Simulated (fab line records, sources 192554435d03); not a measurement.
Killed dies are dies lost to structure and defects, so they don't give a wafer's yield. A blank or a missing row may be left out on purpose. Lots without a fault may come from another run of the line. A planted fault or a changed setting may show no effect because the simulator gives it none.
Which tool did it? | flow n5_finfet | 22 lots, 66 wafers sampled, at 6 steps of a route of 1938

WHAT THE GAUGES READ, wafer by wafer
N5_BEOL_M0_OCD_MEAS_108. Usual: trench_depth_nm 32.7 nm, standard deviation 0.58.
lot  | measured     | on     | trench_depth_nm (nm) | flag
L074 | day 5 19:56  | ocd-02 | 32.6 33.1 33.1       |
L075 | day 6 03:03  | ocd-02 | 32.4 32.3 33.2       |
L076 | day 6 05:17  | ocd-01 | 32.2 32.5 32.7       |
L078 | day 6 16:54  | ocd-01 | 33.0 32.7 32.1       |
L079 | day 7 02:08  | ocd-02 | 32.4 33.0 33.1       |
L080 | day 7 15:59  | ocd-01 | 32.0 31.1 33.4       |
L081 | day 7 19:17  | ocd-02 | 33.4 31.9 33.3       |
L082 | day 7 22:40  | ocd-02 | 33.1 31.9 32.7       |
L084 | day 8 03:42  | ocd-02 | 33.0 32.8 32.6       |
L083 | day 8 04:01  | ocd-01 | 32.5 31.6 32.9       |
L085 | day 8 13:38  | ocd-01 | 32.5 33.4 32.9       |
L086 | day 8 18:32  | ocd-01 | 33.4 32.8 32.9       |
L088 | day 9 16:27  | ocd-01 | 32.7 33.1 32.2       |
L089 | day 9 16:34  | ocd-01 | 33.2 32.6 33.1       |
L090 | day 9 19:33  | ocd-01 | 32.9 33.0 33.3       |
L091 | day 9 22:38  | ocd-02 | 32.9 33.4 33.6       |
L092 | day 10 03:51 | ocd-02 | 32.4 32.5 32.1       |
L093 | day 10 19:11 | ocd-01 | 32.5 33.4 32.8       |
L094 | day 11 06:23 | ocd-01 | 33.2 32.9 32.9       |
L095 | day 11 06:17 | ocd-02 | 32.9 32.8 33.2       |
L096 | day 11 21:19 | ocd-02 | 32.2 31.4 32.8       |
L097 | day 11 23:46 | ocd-01 | 32.0 32.7 32.1       |

WHICH TOOL RAN EACH LOT (tool, then ch and the chambers of the sampled wafers, then the start)
lot  | N5_BEOL_M0_SAQP_HM_OPEN_112        | N5_BEOL_M0_SAQP_STRIP_86           | N5_BEOL_M0_SAQP_RECESS_114         | N5_BEOL_M0_SAQP_RECESS_109         | N5_BEOL_M0_ETCH_138
L074 | rie_diel-03 ch 2,3, day 5 13:11    | rie_diel-03 ch 0,1, day 5 13:22    | vapor_etch-02 ch 0,1, day 5 13:31  | vapor_etch-02 ch 0,1, day 5 15:41  | rie_diel-05 ch 0,2, day 5 18:49
L075 | rie_diel-03 ch 0,3, day 5 17:23    | rie_diel-04 ch 0,2,3, day 5 17:34  | vapor_etch-01 ch 1, day 5 17:42    | vapor_etch-01 ch 0, day 5 19:52    | rie_diel-06 ch 1,3, day 5 23:00
L076 | rie_diel-04 ch 0,2, day 5 21:21    | rie_diel-04 ch 0,3, day 5 21:32    | vapor_etch-01 ch 0,1, day 5 21:40  | vapor_etch-01 ch 0,1, day 5 23:58  | rie_diel-05 ch 0,2,3, day 6 02:56
L078 | rie_diel-04 ch 0,2, day 6 10:08    | rie_diel-03 ch 0,2,3, day 6 10:19  | vapor_etch-01 ch 0,1, day 6 10:49  | vapor_etch-02 ch 0,1, day 6 12:46  | rie_diel-02 ch 1,2, day 6 15:58
L079 | rie_diel-04 ch 0,1,3, day 6 14:34  | rie_diel-03 ch 0,1,3, day 6 14:44  | vapor_etch-01 ch 0, day 6 14:52    | vapor_etch-01 ch 0,1, day 6 16:56  | rie_diel-06 ch 0,3, day 6 20:48
L080 | rie_diel-01 ch 0,2,3, day 7 08:40  | rie_diel-04 ch 1,2,3, day 7 08:50  | vapor_etch-01 ch 0,1, day 7 09:05  | vapor_etch-02 ch 0,1, day 7 12:04  | rie_diel-02 ch 0,1,2, day 7 15:01
L081 | rie_diel-04 ch 0,1,2, day 7 09:16  | rie_diel-03 ch 0,1,3, day 7 09:27  | vapor_etch-02 ch 0,1, day 7 09:35  | vapor_etch-02 ch 1, day 7 12:11    | rie_diel-06 ch 0,1,2, day 7 15:37
L082 | rie_diel-01 ch 0,2,3, day 7 14:36  | rie_diel-03 ch 0,1,2, day 7 14:47  | vapor_etch-02 ch 0,1, day 7 14:55  | vapor_etch-01 ch 0,1, day 7 17:55  | rie_diel-02 ch 0,1,2, day 7 21:01
L084 | rie_diel-01 ch 0,3, day 7 20:36    | rie_diel-03 ch 2,3, day 7 20:47    | vapor_etch-01 ch 0,1, day 7 20:55  | vapor_etch-01 ch 1, day 7 23:15    | rie_diel-06 ch 0,2, day 8 02:14
L083 | rie_diel-04 ch 0,2,3, day 7 21:39  | rie_diel-03 ch 2,3, day 7 21:56    | vapor_etch-02 ch 0,1, day 7 22:04  | vapor_etch-01 ch 0,1, day 8 00:14  | rie_diel-05 ch 0,2,3, day 8 03:23
L085 | rie_diel-04 ch 1,2,3, day 8 07:26  | rie_diel-03 ch 0,1, day 8 07:38    | vapor_etch-02 ch 0,1, day 8 07:55  | vapor_etch-02 ch 0,1, day 8 09:54  | rie_diel-06 ch 0,1,3, day 8 12:41
L086 | rie_diel-04 ch 1,2,3, day 8 11:15  | rie_diel-04 ch 0,2,3, day 8 11:26  | vapor_etch-02 ch 0,1, day 8 11:34  | vapor_etch-02 ch 0,1, day 8 13:34  | rie_diel-06 ch 1,2,3, day 8 17:25
L088 | rie_diel-01 ch 0,2,3, day 9 07:53  | rie_diel-04 ch 1,2, day 9 08:08    | vapor_etch-01 ch 0,1, day 9 08:16  | vapor_etch-01 ch 0,1, day 9 10:18  | rie_diel-06 ch 1,2, day 9 13:31
L089 | rie_diel-04 ch 0,1,2, day 9 09:11  | rie_diel-01 ch 1,3, day 9 09:28    | vapor_etch-01 ch 0,1, day 9 09:35  | vapor_etch-01 ch 0,1, day 9 11:31  | rie_diel-05 ch 0,1,3, day 9 14:52
L090 | rie_diel-04 ch 0,1, day 9 13:28    | rie_diel-04 ch 0,1, day 9 13:47    | vapor_etch-02 ch 0,1, day 9 14:03  | vapor_etch-02 ch 0,1, day 9 15:55  | rie_diel-02 ch 2,3, day 9 18:59
L091 | rie_diel-01 ch 0,1, day 9 14:59    | rie_diel-01 ch 0,1,3, day 9 15:10  | vapor_etch-02 ch 0, day 9 15:18    | vapor_etch-02 ch 0,1, day 9 17:17  | rie_diel-06 ch 1,2,3, day 9 21:15
L092 | rie_diel-03 ch 1,2, day 9 21:07    | rie_diel-03 ch 0,1,2, day 9 21:18  | vapor_etch-02 ch 1, day 9 21:26    | vapor_etch-01 ch 0,1, day 9 23:32  | rie_diel-06 ch 1,2,3, day 10 03:01
L093 | rie_diel-01 ch 0,1,3, day 10 08:52 | rie_diel-03 ch 2,3, day 10 09:02   | vapor_etch-01 ch 0,1, day 10 09:11 | vapor_etch-01 ch 0,1, day 10 11:46 | rie_diel-06 ch 0,1,3, day 10 15:38
L094 | rie_diel-01 ch 0,2,3, day 10 14:58 | rie_diel-03 ch 1,2, day 10 15:08   | vapor_etch-01 ch 0,1, day 10 15:16 | vapor_etch-01 ch 0,1, day 10 17:15 | rie_diel-05 ch 2,3, day 10 21:05
L095 | rie_diel-03 ch 1,2,3, day 10 21:10 | rie_diel-03 ch 1,3, day 10 21:21   | vapor_etch-01 ch 0,1, day 10 21:38 | vapor_etch-01 ch 0,1, day 11 00:21 | rie_diel-02 ch 1,2,3, day 11 03:26
L096 | rie_diel-03 ch 0,2,3, day 11 15:23 | rie_diel-03 ch 0,1,2, day 11 15:35 | vapor_etch-01 ch 0,1, day 11 15:50 | vapor_etch-02 ch 0,1, day 11 17:47 | rie_diel-02 ch 0,2, day 11 20:44
L097 | rie_diel-03 ch 0,2,3, day 11 17:40 | rie_diel-03 ch 0,1,3, day 11 17:51 | vapor_etch-02 ch 0,1, day 11 17:59 | vapor_etch-02 ch 0,1, day 11 19:55 | rie_diel-06 ch 0,2,3, day 11 23:12
- N5_BEOL_M0_SAQP_HM_OPEN_112: chemistry CHF3/O2, target SiO2, stops on a-Si, target depth 12 nm, time 13.5 s.
- N5_BEOL_M0_SAQP_STRIP_86: strips in N2/H2.
- N5_BEOL_M0_SAQP_RECESS_114: chemistry HF/NH3, target SiO2, target depth 14.4 nm, afs cycles 3, sublimation time 60 s.
- N5_BEOL_M0_SAQP_RECESS_109: chemistry HF/NH3, target SiO2, target depth 3 nm, afs cycles 1, sublimation time 60 s.
- N5_BEOL_M0_ETCH_138: etches SiCN in CH3F/O2, target depth 12 nm, time 31.6 s.

WHAT THE TOOLS THEMSELVES READ (means of the sampled wafers that have a number; where no wafer has one, the mark that the record gives instead)
N5_BEOL_M0_SAQP_HM_OPEN_112. Usual: drypump_motor_current_A 5.6 A, standard deviation 0.44; oes_product_au 0.52 a.u., standard deviation 0.055; rf_vpp_V 525 V, standard deviation 5.5; showerhead_plenum_p_Torr 2.44 Torr, standard deviation 0.086; throttle_valve_pct 18.86 %, standard deviation 0.24.
lot  | tool        | drypump_motor_current_A (A) | oes_product_au (a.u.) | rf_vpp_V (V) | showerhead_plenum_p_Torr (Torr) | throttle_valve_pct (%) | flag
L074 | rie_diel-03 | 5.0                         | 0.57                  | 523          | 2.42                            | 18.98                  |
L075 | rie_diel-03 | 4.9                         | 0.54                  | 522          | 2.34                            | 19.01                  |
L076 | rie_diel-04 | 5.8                         | 0.46                  | 527          | 2.49                            | 19.06                  |
L078 | rie_diel-04 | 5.8                         | 0.45                  | 531          | 2.48                            | 19.05                  |
L079 | rie_diel-04 | 6.0                         | 0.49                  | 527          | 2.38                            | 18.81                  |
L080 | rie_diel-01 | 5.3                         | 0.53                  | 526          | 2.46                            | 18.84                  |
L081 | rie_diel-04 | 5.8                         | 0.48                  | 529          | 2.43                            | 18.87                  |
L082 | rie_diel-01 | 5.3                         | 0.53                  | 526          | 2.46                            | 18.84                  |
L084 | rie_diel-01 | 5.2                         | 0.57                  | 528          | 2.52                            | 18.76                  |
L083 | rie_diel-04 | 6.0                         | 0.46                  | 526          | 2.42                            | 19.02                  |
L085 | rie_diel-04 | 6.0                         | 0.49                  | 522          | 2.37                            | 18.84                  |
L086 | rie_diel-04 | 6.0                         | 0.49                  | 524          | 2.37                            | 18.85                  |
L088 | rie_diel-01 | 5.3                         | 0.52                  | 527          | 2.46                            | 18.86                  |
L089 | rie_diel-04 | 5.8                         | 0.48                  | 529          | 2.43                            | 18.89                  |
L090 | rie_diel-04 | 5.8                         | 0.47                  | 533          | 2.43                            | 18.88                  |
L091 | rie_diel-01 | 5.7                         | 0.56                  | 529          | 2.55                            | 18.49                  |
L092 | rie_diel-03 | 5.6                         | 0.55                  | 520          | 2.50                            | 18.98                  |
L093 | rie_diel-01 | 5.5                         | 0.55                  | 529          | 2.51                            | 18.65                  |
L094 | rie_diel-01 | 5.4                         | 0.58                  | 526          | 2.45                            | 18.74                  |
L095 | rie_diel-03 | 5.4                         | 0.53                  | 521          | 2.43                            | 18.98                  |
L096 | rie_diel-03 | 5.1                         | 0.55                  | 522          | 2.48                            | 18.98                  |
L097 | rie_diel-03 | 5.1                         | 0.55                  | 522          | 2.48                            | 18.97                  |

N5_BEOL_M0_SAQP_STRIP_86. Usual: bias_power_w 27.99 W, standard deviation 0.095; drypump_motor_current_A 5.5 A, standard deviation 0.45; h2_flow_sccm 300.1 sccm, standard deviation 0.96; n2_flow_sccm 300.1 sccm, standard deviation 0.93; oes_product_au 0.81 a.u., standard deviation 0.078; rf_vpp_V 122.1 V, standard deviation 1.4; showerhead_plenum_p_Torr 3.39 Torr, standard deviation 0.12; temp_c 40.01 C, standard deviation 0.13; throttle_valve_pct 18.92 %, standard deviation 0.21.
lot  | tool        | bias_power_w (W) | drypump_motor_current_A (A) | h2_flow_sccm (sccm) | n2_flow_sccm (sccm) | oes_product_au (a.u.) | rf_vpp_V (V) | showerhead_plenum_p_Torr (Torr) | temp_c (C) | throttle_valve_pct (%) | flag
L074 | rie_diel-03 | 28.00            | 5.4                         | 299.9               | 300.1               | 0.78                  | 121.9        | 3.27                            | 40.02      | 18.83                  |
L075 | rie_diel-04 | 28.05            | 6.0                         | 300.1               | 300.4               | 0.70                  | 122.1        | 3.37                            | 39.98      | 18.92                  |
L076 | rie_diel-04 | 27.85            | 6.0                         | 301.9               | 299.2               | 0.70                  | 122.4        | 3.37                            | 39.97      | 18.92                  |
L078 | rie_diel-03 | 27.99            | 5.1                         | 300.0               | 300.1               | 0.81                  | 121.4        | 3.34                            | 40.04      | 18.98                  |
L079 | rie_diel-03 | 28.00            | 5.3                         | 299.8               | 299.6               | 0.83                  | 121.7        | 3.30                            | 40.01      | 18.86                  |
L080 | rie_diel-04 | 27.94            | 6.0                         | 301.5               | 299.5               | 0.75                  | 120.6        | 3.31                            | 40.04      | 18.88                  |
L081 | rie_diel-03 | 28.07            | 5.3                         | 300.5               | 300.6               | 0.82                  | 121.6        | 3.29                            | 39.88      | 18.85                  |
L082 | rie_diel-03 | 28.04            | 5.5                         | 300.4               | 299.9               | 0.81                  | 120.9        | 3.38                            | 40.13      | 18.96                  |
L084 | rie_diel-03 | 28.00            | 5.0                         | 300.5               | 300.6               | 0.86                  | 121.8        | 3.36                            | 39.97      | 19.00                  |
L083 | rie_diel-03 | 27.94            | 5.0                         | 300.5               | 299.0               | 0.86                  | 121.2        | 3.36                            | 40.06      | 19.00                  |
L085 | rie_diel-03 | 27.97            | 5.5                         | 298.9               | 300.7               | 0.76                  | 121.9        | 3.26                            | 40.04      | 18.87                  |
L086 | rie_diel-04 | 28.00            | 6.0                         | 300.4               | 299.6               | 0.69                  | 121.9        | 3.36                            | 39.98      | 18.94                  |
L088 | rie_diel-04 | 27.99            | 5.8                         | 300.3               | 300.0               | 0.73                  | 122.7        | 3.38                            | 39.99      | 18.92                  |
L089 | rie_diel-01 | 27.95            | 5.6                         | 298.7               | 300.6               | 0.87                  | 122.4        | 3.46                            | 39.99      | 18.57                  |
L090 | rie_diel-04 | 27.97            | 5.7                         | 299.1               | 300.7               | 0.78                  | 122.8        | 3.33                            | 39.95      | 18.88                  |
L091 | rie_diel-01 | 28.09            | 5.5                         | 300.3               | 299.8               | 0.87                  | 124.5        | 3.50                            | 40.08      | 18.81                  |
L092 | rie_diel-03 | 27.99            | 5.5                         | 300.2               | 300.3               | 0.79                  | 122.9        | 3.37                            | 40.07      | 18.99                  |
L093 | rie_diel-03 | 27.97            | 5.2                         | 300.9               | 301.3               | 0.82                  | 123.3        | 3.44                            | 39.90      | 19.14                  |
L094 | rie_diel-03 | 27.90            | 5.6                         | 299.5               | 300.8               | 0.81                  | 121.9        | 3.48                            | 39.89      | 19.09                  |
L095 | rie_diel-03 | 28.02            | 5.6                         | 300.2               | 299.1               | 0.83                  | 121.9        | 3.35                            | 40.01      | 18.87                  |
L096 | rie_diel-03 | 27.98            | 5.5                         | 300.0               | 300.5               | 0.86                  | 122.6        | 3.50                            | 39.95      | 18.88                  |
L097 | rie_diel-03 | 27.93            | 5.3                         | 299.6               | 299.5               | 0.86                  | 123.6        | 3.41                            | 40.07      | 18.77                  |

N5_BEOL_M0_SAQP_RECESS_114. Usual: drypump_motor_current_A 6.1 A, standard deviation 0.58; temp_c 29.99 C, standard deviation 0.11.
lot  | tool          | drypump_motor_current_A (A) | temp_c (C) | flag
L074 | vapor_etch-02 | 5.8                         | 30.03      |
L075 | vapor_etch-01 | 6.8                         | 29.98      |
L076 | vapor_etch-01 | 6.5                         | 30.00      |
L078 | vapor_etch-01 | 6.6                         | 30.07      |
L079 | vapor_etch-01 | 6.3                         | 29.99      |
L080 | vapor_etch-01 | 6.5                         | 30.03      |
L081 | vapor_etch-02 | 5.8                         | 30.03      |
L082 | vapor_etch-02 | 5.4                         | 29.90      |
L084 | vapor_etch-01 | 6.5                         | 29.96      |
L083 | vapor_etch-02 | 5.4                         | 30.01      |
L085 | vapor_etch-02 | 5.8                         | 29.95      |
L086 | vapor_etch-02 | 5.8                         | 30.02      |
L088 | vapor_etch-01 | 6.5                         | 30.06      |
L089 | vapor_etch-01 | 6.6                         | 30.10      |
L090 | vapor_etch-02 | 5.8                         | 30.05      |
L091 | vapor_etch-02 | 5.1                         | 29.96      |
L092 | vapor_etch-02 | 6.1                         | 29.92      |
L093 | vapor_etch-01 | 6.5                         | 30.04      |
L094 | vapor_etch-01 | 6.5                         | 30.10      |
L095 | vapor_etch-01 | 6.5                         | 30.03      |
L096 | vapor_etch-01 | 6.5                         | 30.01      |
L097 | vapor_etch-02 | 5.4                         | 29.89      |

N5_BEOL_M0_SAQP_RECESS_109. Usual: drypump_motor_current_A 6.1 A, standard deviation 0.6; temp_c 29.99 C, standard deviation 0.12.
lot  | tool          | drypump_motor_current_A (A) | temp_c (C) | flag
L074 | vapor_etch-02 | 5.8                         | 30.05      |
L075 | vapor_etch-01 | 6.3                         | 29.92      |
L076 | vapor_etch-01 | 6.6                         | 29.97      |
L078 | vapor_etch-02 | 5.4                         | 30.00      |
L079 | vapor_etch-01 | 6.5                         | 29.98      |
L080 | vapor_etch-02 | 5.8                         | 30.02      |
L081 | vapor_etch-02 | 6.1                         | 30.03      |
L082 | vapor_etch-01 | 6.6                         | 29.96      |
L084 | vapor_etch-01 | 6.8                         | 30.00      |
L083 | vapor_etch-01 | 6.6                         | 30.14      |
L085 | vapor_etch-02 | 5.8                         | 29.86      |
L086 | vapor_etch-02 | 5.4                         | 30.05      |
L088 | vapor_etch-01 | 6.5                         | 30.27      |
L089 | vapor_etch-01 | 6.6                         | 29.98      |
L090 | vapor_etch-02 | 5.8                         | 29.86      |
L091 | vapor_etch-02 | 5.8                         | 29.97      |
L092 | vapor_etch-01 | 6.5                         | 30.00      |
L093 | vapor_etch-01 | 6.5                         | 29.99      |
L094 | vapor_etch-01 | 6.5                         | 29.97      |
L095 | vapor_etch-01 | 6.5                         | 29.91      |
L096 | vapor_etch-02 | 5.8                         | 30.03      |
L097 | vapor_etch-02 | 5.8                         | 29.97      |

N5_BEOL_M0_ETCH_138. Usual: drypump_motor_current_A 5.8 A, standard deviation 0.35; etch_rf_on_time_s 28.9 s, standard deviation 0.73; oes_product_au 0.68 a.u., standard deviation 0.085; rf_vpp_V 296.5 V, standard deviation 1.5; showerhead_plenum_p_Torr 1.96 Torr, standard deviation 0.051; throttle_valve_pct 16.37 %, standard deviation 0.27.
lot  | tool        | drypump_motor_current_A (A) | etch_rf_on_time_s (s) | oes_product_au (a.u.) | rf_vpp_V (V) | showerhead_plenum_p_Torr (Torr) | throttle_valve_pct (%) | flag
L074 | rie_diel-05 | 5.8                         | 27.7                  | 0.70                  | 297.0        | 1.99                            | 16.29                  |
L075 | rie_diel-06 | 6.1                         | 28.3                  | 0.65                  | 295.1        | 1.95                            | 16.42                  |
L076 | rie_diel-05 | 5.9                         | 28.6                  | 0.65                  | 298.0        | 2.00                            | 16.39                  |
L078 | rie_diel-02 | 5.4                         | 28.9                  | 0.64                  | 297.6        | 1.97                            | 16.45                  |
L079 | rie_diel-06 | 6.1                         | 28.9                  | 0.71                  | 297.2        | 1.94                            | 16.32                  |
L080 | rie_diel-02 | 5.7                         | 30.1                  | 0.63                  | 296.0        | 1.96                            | 16.51                  |
L081 | rie_diel-06 | 5.9                         | 28.3                  | 0.77                  | 297.2        | 1.97                            | 16.14                  |
L082 | rie_diel-02 | 5.7                         | 29.3                  | 0.62                  | 297.3        | 1.96                            | 16.52                  |
L084 | rie_diel-06 | 5.9                         | 28.5                  | 0.81                  | 297.5        | 1.96                            | 15.95                  |
L083 | rie_diel-05 | 5.9                         | 28.8                  | 0.72                  | 297.3        | 1.99                            | 16.27                  |
L085 | rie_diel-06 | 6.0                         | 28.9                  | 0.69                  | 295.9        | 1.96                            | 16.34                  |
L086 | rie_diel-06 | 6.0                         | 29.2                  | 0.69                  | 296.8        | 1.96                            | 16.26                  |
L088 | rie_diel-06 | 5.9                         | 29.1                  | 0.74                  | 296.8        | 1.97                            | 16.08                  |
L089 | rie_diel-05 | 5.5                         | 28.4                  | 0.70                  | 296.8        | 1.96                            | 16.22                  |
L090 | rie_diel-02 | 6.1                         | 28.5                  | 0.61                  | 296.7        | 1.96                            | 16.85                  |
L091 | rie_diel-06 | 6.0                         | 29.5                  | 0.69                  | 296.1        | 1.96                            | 16.28                  |
L092 | rie_diel-06 | 6.0                         | 28.3                  | 0.68                  | 297.4        | 1.95                            | 16.28                  |
L093 | rie_diel-06 | 6.0                         | 28.8                  | 0.66                  | 296.1        | 1.95                            | 16.39                  |
L094 | rie_diel-05 | 6.1                         | 28.9                  | 0.71                  | 298.0        | 2.02                            | 16.36                  |
L095 | rie_diel-02 | 5.8                         | 29.5                  | 0.61                  | 295.6        | 1.96                            | 16.69                  |
L096 | rie_diel-02 | 6.0                         | 29.5                  | 0.60                  | 295.9        | 1.94                            | 16.63                  |
L097 | rie_diel-06 | 6.0                         | 28.6                  | 0.71                  | 295.9        | 1.94                            | 16.21                  |

THE ANSWER, worked out from the rows above alone
Rule: a lot is off if the mean of its wafers that have a number lies more than 3 standard deviations from the usual mean. A lot without any number at a reading at which 4 lots or more have one is off too. The other lots that the step has rows for count as sound. The gauges are gone through in route order, then the tools' own readings, and for those a lot's mean is taken as printed above. The first step at which some lot is off is used, and at that step the reading that is off furthest; a lot without a number counts as furthest.
No lot is off at any reading shown: from this, nothing can be told.

WHAT THE SIMULATOR HAD PUT IN
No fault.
